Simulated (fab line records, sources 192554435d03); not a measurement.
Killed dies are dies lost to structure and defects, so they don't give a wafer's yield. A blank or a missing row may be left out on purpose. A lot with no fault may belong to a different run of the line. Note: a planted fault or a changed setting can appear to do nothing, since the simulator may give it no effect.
A struck lot beside a sound one ; flow n5_finfet ; 28 out of 1938 route steps
Sound: wafers L993.1, L993.2, L993.5. Wafers struck: L108.2, L108.5, L108.6. The cause comes at the end.
For every step that has rows: the tool of each side, followed by ch and its chambers, followed by its first start. Under that, the readings that differ: sound wafers ; struck wafers ; difference of the means ; sigmas: that difference in standard deviations of wafers without a fault.
alike: readings whose means differ by less than 2 such deviations, and words and numbers that are the same on both sides. not compared: withheld readings, readings that some wafer has no value for, bounds like >300 that may hide the same value, and numbers for which the record gives no deviation and whose values overlap.
The two part at a step that has a row with sigmas, a row that says differs or no value, or rows on one side only. Non-overlapping numbers with no deviation appear without sigmas and do not part them. A reading that every wafer of one side lacks parts them only if that side has two wafers or more.

first, 9 steps without rows for these wafers: N5_FIN_SAQP_PRECLEAN_38 (cleans in O3/DIW, time 45 s); N5_FIN_SAQP_PRECLEAN_45 (cleans in dHF, time 10 s); N5_FIN_SAQP_SRD_39 (time 30 s); N5_FIN_CUT_COAT_18 (time 60 s, resist thk 230 nm); N5_FIN_CUT_COAT_19 (time 60 s, resist thk 20 nm); N5_FIN_CUT_COAT_29 (time 60 s, resist thk 10 nm); N5_FIN_CUT_COAT_02 (resist thk 30 nm); N5_FIN_CUT_EBR_04; N5_FIN_CUT_SOFTBAKE_03 (time 60 s).
N5_FIN_CUT_EXPOSE_05: exposes mask FIN CUT.
  sound on euv_scanner-02 ch 0, day 3 14:47; struck on euv_scanner-01 ch 0, day 7 09:15
reading;sound;struck;difference;sigmas
exposure_dose_mJ_cm2;45.73 45.72 45.66;41.75 41.76 41.82;-3.93;-87
  alike: mask
then, 2 steps without rows for these wafers: N5_FIN_CUT_PEB_06 (peb time 60 s); N5_FIN_CUT_DEVELOP_07 (develop time 30 s).
N5_FIN_CUT_CD_MEAS_08 targets a cd of 29.1 nm.
  sound on cd_sem-01 ch 0, day 3 14:55; struck on cd_sem-02 ch 0, day 7 09:23
reading;sound;struck;difference;sigmas
cd_nm (nm);29.30 29.08 29.36;27.72 27.47 27.62;-1.64;-8
then, 1 step without rows for these wafers: N5_FIN_CUT_DESCUM_13 (chemistry O2, time 7 s).
N5_FIN_CUT_ETCH_30: etches underlayer in N2/H2, target depth 13 nm, time 10.4 s.
  sound on rie_diel-04 ch 0,2, day 3 15:04; struck on rie_diel-03 ch 0,3, day 7 09:40
reading;sound;struck;difference;sigmas
oes_product_au (a.u.);0.81 0.61 0.80;0.58 0.58 0.59;-0.16;-2
model.FIN_CUT.cd_offset_nm (nm);0.2 -0.2 0.2;-1.6 -1.4 -1.4;-1.5;
  alike: drypump_motor_current_A, etch_rf_on_time_s, rf_vpp_V, showerhead_plenum_p_Torr, throttle_valve_pct
  not compared: rf_hours_counter_h
then, 9 steps without rows for these wafers: N5_FIN_CUT_ETCH_20 (etches SiARC in CF4, target depth 26 nm, time 43.3 s); N5_FIN_CUT_ETCH_21 (etches SOC in N2/H2, target depth 219 nm, overetch 43.8 nm, time 523.5 s); N5_FIN_CUT_STRIP_23 (strips in N2/H2); N5_FIN_CUT_STRIP_31 (strips in N2/H2); N5_FIN_CUT_STRIP_24 (strips in CF4); N5_FIN_CUT_CUT_ETCH_26 (etches SiNx in CH3F/O2, target depth 39 nm, time 55.7 s); N5_FIN_CUT_CUT_ETCH_27 (etches SiO2 in CHF3/O2, target depth 4 nm, overetch 2 nm, time 4.9 s); N5_FIN_CUT_PRECLEAN_35 (cleans in vHF, time 13.3 s); N5_FIN_CUT_CUT_ETCH_15 (etches Si in HBr/Cl2/O2, target depth 100 nm, bt time 10 s, time 42.4 s).
N5_FIN_CUT_CUT_ETCH_28: etches Si in HBr/Cl2/O2, target depth 6 nm, time 2.4 s.
  sound on rie_si-06 ch 0,1,2, day 3 15:43; struck on rie_si-02 ch 1,2, day 7 10:19
reading;sound;struck;difference;sigmas
model.FIN_CUT.cd_offset_nm (nm);0 0.4 -0.4;-1.4 -1.4 -2;-1.6;
  alike: drypump_motor_current_A, oes_product_au, throttle_valve_pct
  not compared: rf_hours_counter_h
then, 1 step without rows for these wafers: N5_FIN_CUT_STRIP_22 (strips in N2/H2).
-- here the record skips 6 days between the struck wafers' starts before and after, leaving off in module FIN_CUT and picking up in module BEOL_M4 (first step shown: number 1111 of the route) --
N5_BEOL_M4_RC_MEAS_101:
  sound on prober-01 ch 0, day 9 11:46; struck on prober-02 ch 0, day 13 07:20
  alike: DIBL_N, DIBL_P, IOFF_N, IOFF_P, ION_N, ION_P, SS_N, SS_P, VT_N, VT_P
-- the record jumps here: 4 days lie between the struck wafers' starts before and after (it left off in module BEOL_M4 and takes up again in module PASSIVATION, whose first step shown is number 1936 of the route) --
N5_PASSIVATION_PROBE_49:
  record: rows for the struck wafers here (prober-02, day 17 11:11), none for the sound ones

WHERE THEY PART
Earliest at N5_FIN_CUT_EXPOSE_05; latest, in this record, at N5_PASSIVATION_PROBE_49.

WHY: the cause the simulator had injected
Process parameter drift: euv_scanner-01, from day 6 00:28 on, at N5_FIN_CUT_EXPOSE_05. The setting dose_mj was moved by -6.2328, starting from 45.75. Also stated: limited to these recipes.
